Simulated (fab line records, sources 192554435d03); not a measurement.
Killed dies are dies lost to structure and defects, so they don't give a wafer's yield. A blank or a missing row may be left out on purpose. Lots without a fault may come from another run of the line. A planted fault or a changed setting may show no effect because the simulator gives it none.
Problem report in the 8D (eight disciplines) form, filled by code | flow n5_finfet | the parts of the form that need people (team, actions taken, sign-off) are left out

1. THE PROBLEM
VT_N_LONG at N5_BEOL_M4_RC_MEAS_101 reads a mean of 326.8 mV on 1 wafer of 1 lot; wafers without a fault read 275.0 mV with a standard deviation of 1.7. That is +30 standard deviations from the usual mean.
First seen on wafer L762.1, day 12 22:28, on prober-02. The record holds 24 wafers of 8 lots with a number at this step. Rule for "out", or "out of limits": more than 4 standard deviations from the usual mean. The other wafers with a number count as sound.

2. WHAT IT IS AND WHAT IT IS NOT
question                    | is                                                                                                                                                    | is not
which readings at this step | VT_N_LONG, IOFF_N, IOFF_N_85C, IOFF_N_LIN, IOFF_N_LONG, IOFF_P, IOFF_P_85C, IOFF_P_LIN, IOFF_P_LONG, ION_N, VT_N, VT_N_LVT, VT_P, VT_P_LONG, VT_P_LVT | SS_N
which lots                  | L762                                                                                                                                                  | L743, L746, L747, L748, L754, L755, L765
which wafers of those lots  | L762.1                                                                                                                                                | L762.3, L762.4
read on which gauges        | prober-02                                                                                                                                             | prober-01
when                        | from day 12 22:28                                                                                                                                     | up to then (20 sound wafers); but 3 sound wafers of L765 came after

3. SUSPECTS, AND WHAT RULES EACH OUT
Counting: a tool at a process step up to the reading stays a suspect if it ran every lot that is out. Sound lots after the first of them don't rule it out here, since some wafers of a struck lot are sound.
- the gauge at N5_BEOL_M4_RC_MEAS_101: ruled out. All the wafers that are out were read on prober-02, but those of them that N5_PASSIVATION_PROBE_49 has rows for are out there too, on other tools.
- rie_diel-05 at N5_HKMG_FIN_STRIP_34 (strips in CF4): kept. It ran the lot that is out, L762 (day 9 03:52); its last sound lot up to then is L754 (day 7 07:24).
- ald_metal-01 at N5_HKMG_FIN_NWFM_ALD_20 (deposits TiAlC, target thk 2 nm, pulse time 3 s, purge time 2 s): kept. It ran the lot that is out, L762 (day 9 05:33); its last sound lot up to then is L754 (day 7 09:05).
- rie_diel-06 at N5_HKMG_FIN_STRIP_90 (strips SOC in N2/H2, time 20 s): kept. It ran the lot that is out, L762 (day 9 06:03); its last sound lot up to then is L743 (day 4 14:56).
- ald_metal-01 at N5_HKMG_FIN_ALD_21 (deposits TiN, target thk 1.5 nm, pulse time 1 s, purge time 3 s): kept. It ran the lot that is out, L762 (day 9 06:44); its last sound lot up to then is L755 (day 7 17:31).
- Within rie_diel-05 at N5_HKMG_FIN_STRIP_34: the wafers that are out ran in chamber 2; their sound lot-mates ran in chambers 0, 1.
- Within ald_metal-01 at N5_HKMG_FIN_NWFM_ALD_20: the wafers that are out ran in chamber 0; their sound lot-mates ran in chambers 2, 3.
- Within rie_diel-06 at N5_HKMG_FIN_STRIP_90: the wafers that are out ran in chamber 0; their sound lot-mates ran in chambers 1, 2.
- Within ald_metal-01 at N5_HKMG_FIN_ALD_21: the wafers that are out ran in chamber 2; their sound lot-mates ran in chambers 0, 3.
Left after counting: rie_diel-05 at N5_HKMG_FIN_STRIP_34, ald_metal-01 at N5_HKMG_FIN_NWFM_ALD_20, rie_diel-06 at N5_HKMG_FIN_STRIP_90, ald_metal-01 at N5_HKMG_FIN_ALD_21.

4. THE CAUSE (what the simulator had put in)
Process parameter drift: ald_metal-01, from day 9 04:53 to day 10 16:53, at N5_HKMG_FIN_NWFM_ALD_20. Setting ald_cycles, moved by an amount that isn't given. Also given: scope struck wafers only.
Counting left 4 suspects, and this tool is among them.

5. THE CHAIN OF EFFECTS, in route order
Each row: a reading whose mean over the struck wafers that have a number lies more than 3 standard deviations from the usual. Only readings for which the record gives a usual standard deviation are gone through. hours: the time from each lot's start at the first step in this table that gives one to its start at this step, as a median over the lots. sigmas: the change in usual standard deviations.
hours | step                    | reading        | usual          | on struck wafers | change    | sigmas
0     | N5_BEOL_M4_RC_MEAS_101  | IOFF_N         | 0.155 nA/um    | 0.037            | -0.118    | -5.1
0     | N5_BEOL_M4_RC_MEAS_101  | IOFF_N_85C     | 3.1 nA/um      | 0.9              | -2.2      | -5.8
0     | N5_BEOL_M4_RC_MEAS_101  | IOFF_N_LIN     | 0.072 nA/um    | 0.016            | -0.056    | -6.2
0     | N5_BEOL_M4_RC_MEAS_101  | IOFF_N_LONG    | 5.51e-05 nA/um | 2.34e-05         | -3.17e-05 | -16
0     | N5_BEOL_M4_RC_MEAS_101  | IOFF_P         | 0.201 nA/um    | 0.415            | +0.214    | +7.4
0     | N5_BEOL_M4_RC_MEAS_101  | IOFF_P_85C     | 3.5 nA/um      | 6.5              | +3.0      | +7.0
0     | N5_BEOL_M4_RC_MEAS_101  | IOFF_P_LIN     | 0.096 nA/um    | 0.180            | +0.084    | +7.6
0     | N5_BEOL_M4_RC_MEAS_101  | IOFF_P_LONG    | 0.000103 nA/um | 0.000147         | +0.000044 | +5.8
0     | N5_BEOL_M4_RC_MEAS_101  | ION_N          | 672 uA/um      | 573              | -99       | -11
0     | N5_BEOL_M4_RC_MEAS_101  | ION_P          | 460 uA/um      | 482              | +22       | +3.1
0     | N5_BEOL_M4_RC_MEAS_101  | VT_N           | 250.0 mV       | 291.7            | +41.7     | +14
0     | N5_BEOL_M4_RC_MEAS_101  | VT_N_LONG      | 275.0 mV       | 326.8            | +51.8     | +30
0     | N5_BEOL_M4_RC_MEAS_101  | VT_N_LVT       | 98.6 mV        | 144.6            | +46.0     | +18
0     | N5_BEOL_M4_RC_MEAS_101  | VT_P           | -251.6 mV      | -237.4           | +14.2     | +4.7
0     | N5_BEOL_M4_RC_MEAS_101  | VT_P_LONG      | -276.5 mV      | -258.4           | +18.1     | +6.0
0     | N5_BEOL_M4_RC_MEAS_101  | VT_P_LVT       | -99.6 mV       | -85.8            | +13.8     | +6.0
113   | N5_PASSIVATION_PROBE_49 | sort_n_pass    | 1083           | 0                | -1083     | -64
113   | N5_PASSIVATION_PROBE_49 | sort_yield_pct | 91.7 %         | 0.0              | -91.7     | -61
The process steps in it:
- N5_PASSIVATION_PROBE_49
Readings that are blank on the struck wafers while sound wafers have them: susceptor_temp_C at N5_HKMG_FIN_NWFM_ALD_20.

6. WHAT WOULD HAVE CAUGHT IT SOONER
In this record the first reading out of limits at a measuring or inspecting step was taken at day 12 22:28, 90 hours after the fault began at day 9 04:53.
All the lots that are out (1) had begun N5_HKMG_FIN_NWFM_ALD_20 on ald_metal-01 by day 12 22:28. A hold on the tool at that time would have spared none of them.
